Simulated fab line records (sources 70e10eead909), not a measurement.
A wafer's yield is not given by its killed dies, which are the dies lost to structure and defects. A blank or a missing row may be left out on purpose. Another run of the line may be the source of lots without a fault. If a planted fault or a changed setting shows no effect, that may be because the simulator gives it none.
Tool commonality check / flow nand harc / 1 lot, 3 wafers sampled

THE REASON FOR OPENING IT
At NHARC_END_SORT_01 the reading killed at periphery is flagged on 1 of 1 lot. Fault-free wafers read 3.3, with a standard deviation of 2.3.
Rule: flag the lot when none of its wafers has a number, or when each of its wafers that has one lies beyond 4 standard deviations from that mean. The other lots count as sound.

lot=L449; measured=day 20 11:47; on=prober-02; killed at periphery, wafer by wafer=658 650 657; flag=FLAGGED
Flagged lots average 655.0: +651.7 relative to the usual, that is +99 or more standard deviations.

TOOL THAT RAN EACH LOT
3 process steps preceding the reading are held in the record, out of 1159 steps in the route. Every cell lists first the tool, next ch and the chambers used by the sampled wafers, and last the start.
lot=L449; flag=FLAGGED; NHARC_P_STI_DESCUM_14=rie diel-12 ch 1,3, day 3 11:06; NHARC_P_STI_ETCH_31=rie diel-12 ch 0,1,2, day 3 11:37 or earlier; NHARC_P_GATE_EXPOSE_08=krf scanner-01 ch 0, day 5 02:35
These steps, and what they do:
- NHARC_P_STI_DESCUM_14: chemistry O2, time 3 s.
- NHARC_P_STI_ETCH_31: etches the open film in CF4/CHF3, target depth 108.9 nm, time 54.5 s.
- NHARC_P_GATE_EXPOSE_08: exposes mask P HV.
- NHARC_END_SORT_01

FLAGGED AGAINST TOTAL, ONE TOOL AT A TIME (gauges that did the reading follow at the end)
step=NHARC_P_STI_DESCUM_14; tool=rie diel-12; lots run=1; flagged=1; share of the flagged lots=all; sound lots run after its first flagged lot=0
step=NHARC_P_STI_ETCH_31; tool=rie diel-12; lots run=1; flagged=1; share of the flagged lots=all; sound lots run after its first flagged lot=0
step=NHARC_P_GATE_EXPOSE_08; tool=krf scanner-01; lots run=1; flagged=1; share of the flagged lots=all; sound lots run after its first flagged lot=0
step=NHARC_END_SORT_01; tool=prober-02; lots run=1; flagged=1; share of the flagged lots=all; sound lots run after its first flagged lot=0
NHARC_P_STI_ETCH_31: start missing for some lots; hours and lot order therefore follow NHARC_P_STI_OCD_MEAS_17.

THE TABLE: WHAT IT ALLOWS
4 rows of the table ran every flagged lot: rie diel-12 at NHARC_P_STI_DESCUM_14, rie diel-12 at NHARC_P_STI_ETCH_31, krf scanner-01 at NHARC_P_GATE_EXPOSE_08, prober-02 at NHARC_END_SORT_01.
- rie diel-12 at NHARC_P_STI_DESCUM_14: 1 of its 1 lot flagged. It ran no sound lot before its first flagged lot in this sample, so the start can't be narrowed down.
- rie diel-12 at NHARC_P_STI_ETCH_31: 1 of its 1 lot flagged. It ran no sound lot before its first flagged lot in this sample, so the start can't be narrowed down.
- krf scanner-01 at NHARC_P_GATE_EXPOSE_08: 1 of its 1 lot flagged. It ran no sound lot before its first flagged lot in this sample, so the start can't be narrowed down.
- prober-02 at NHARC_END_SORT_01: 1 of its 1 lot flagged. It ran no sound lot before its first flagged lot in this sample, so the start can't be narrowed down.
Counting lots can't tell these 3 tools apart, because each fits a fault that began at some hour. More lots, or a look at what each step does to the wafer, might.

WHAT WAS PUT IN BY THE SIMULATOR
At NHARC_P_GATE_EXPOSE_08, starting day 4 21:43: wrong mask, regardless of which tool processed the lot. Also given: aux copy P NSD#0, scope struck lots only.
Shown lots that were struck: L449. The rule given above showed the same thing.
